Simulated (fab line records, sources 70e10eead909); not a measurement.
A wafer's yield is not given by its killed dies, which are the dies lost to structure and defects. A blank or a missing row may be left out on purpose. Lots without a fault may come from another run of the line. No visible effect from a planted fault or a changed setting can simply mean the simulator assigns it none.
Chamber matching + flow nand harc + rie diel-11 running NHARC_A_STAIRCASE_DESCUM_291: 4 sister chambers
The step chemistry O2, time 3 s. 22 wafers are shown with their chamber, then 11 later ones without.

WAFERS, EACH WITH ITS CHAMBER
| wafer  | chamber | showerhead plenum p Torr (Torr) | oes product au (a.u.) | rf vpp V (V) |
|--------|---------|---------------------------------|-----------------------|--------------|
| L075.1 | 2       | 1.78                            | 1.015                 | 56.5         |
| L075.2 | 1       | 2.00                            | 0.990                 | 58.2         |
| L075.6 | 1       | 2.01                            | 0.985                 | 58.7         |
| L075.3 | 0       | 1.94                            | 1.017                 | 58.5         |
| L075.4 | 3       | 1.97                            | 0.996                 | 58.1         |
| L075.5 | 2       | 1.78                            | 1.001                 | 57.3         |
| L084.1 | 3       | 1.96                            | 1.000                 | 55.5         |
| L084.3 | 1       | 2.00                            | 0.994                 | 59.6         |
| L084.6 | 2       | 1.77                            | 1.003                 | 57.0         |
| L086.2 | 2       | 1.77                            | 1.007                 | 57.2         |
| L086.3 | 3       | 1.96                            | 0.993                 | 56.2         |
| L086.4 | 1       | 2.00                            | 0.995                 | 59.9         |
| L090.1 | 0       | 1.93                            | 1.001                 | 59.7         |
| L090.3 | 2       | 1.77                            | 1.019                 | 57.7         |
| L090.6 | 2       | 1.77                            | 1.010                 | 56.5         |
| L091.1 | 3       | 1.96                            | 0.999                 | 58.6         |
| L091.2 | 2       | 1.77                            | 1.020                 | 57.0         |
| L091.6 | 2       | 1.77                            | 1.021                 | 56.3         |
| L091.3 | 1       | 1.99                            | 0.991                 | 58.2         |
| L091.4 | 1       | 1.99                            | 0.985                 | 56.9         |
| L091.5 | 3       | 1.96                            | 1.010                 | 58.1         |
| L094.1 | 1       | 1.99                            | 0.985                 | 58.5         |

SIGNATURES, as means of the wafers listed above
| reading                  | chamber 0 | chamber 1 | chamber 2 | chamber 3 | scatter within a chamber |
|--------------------------|-----------|-----------|-----------|-----------|--------------------------|
| showerhead plenum p Torr | 1.9350    | 1.9971    | 1.7725    | 1.9620    | 0.00588                  |
| oes product au           | 1.00900   | 0.98929   | 1.01200   | 0.99960   | 0.00683                  |
| rf vpp V                 | 59.100    | 58.571    | 56.938    | 57.300    | 0.932                    |
Rule: a wafer lies at a distance from a chamber equal to the root of the sum of squares, over the readings, of (its reading less the chamber's mean, divided by the reading's scatter). The wafer belongs to the nearest chamber; if the next one is less than 2 further off, it can't be placed. The scatter: the root of (the sum of the squares of (reading less its chamber's mean) over the shown wafers, divided by (wafers less chambers)).

WAFERS MISSING THEIR CHAMBER
| wafer  | showerhead plenum p Torr (Torr) | oes product au (a.u.) | rf vpp V (V) |
|--------|---------------------------------|-----------------------|--------------|
| L094.2 | 1.96                            | 1.008                 | 58.2         |
| L094.3 | 1.93                            | 1.000                 | 57.4         |
| L094.4 | 1.77                            | 1.017                 | 57.3         |
| L094.5 | 1.96                            | 1.002                 | 56.7         |
| L094.6 | 1.77                            | 1.015                 | 56.3         |
| L096.3 | 2.07                            | 1.005                 | 58.9         |
| L096.5 | 1.99                            | 0.987                 | 57.7         |
| L096.6 | 1.93                            | 1.012                 | 58.8         |
| L097.1 | 2.07                            | 1.021                 | 58.9         |
| L097.2 | 1.99                            | 0.981                 | 58.2         |
| L097.6 | 1.95                            | 1.016                 | 56.5         |

THE CHAMBER EACH PASSED THROUGH
| wafer  | from the rows above     | in truth                   |
|--------|-------------------------|----------------------------|
| L094.2 | 3                       | 3                          |
| L094.3 | 0                       | 0                          |
| L094.4 | 2                       | 2                          |
| L094.5 | 3                       | 3                          |
| L094.6 | 2                       | 2                          |
| L096.3 | 1                       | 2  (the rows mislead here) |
| L096.5 | 1                       | 1                          |
| L096.6 | 0                       | 0                          |
| L097.1 | 1                       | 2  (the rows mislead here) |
| L097.2 | 1                       | 1                          |
| L097.6 | can't be placed: 3 or 0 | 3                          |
Correct placement for 8 of the 11. Cannot be placed on the basis of these rows: 1; the candidates contain the true chamber in 1. Number placed wrongly: 2.
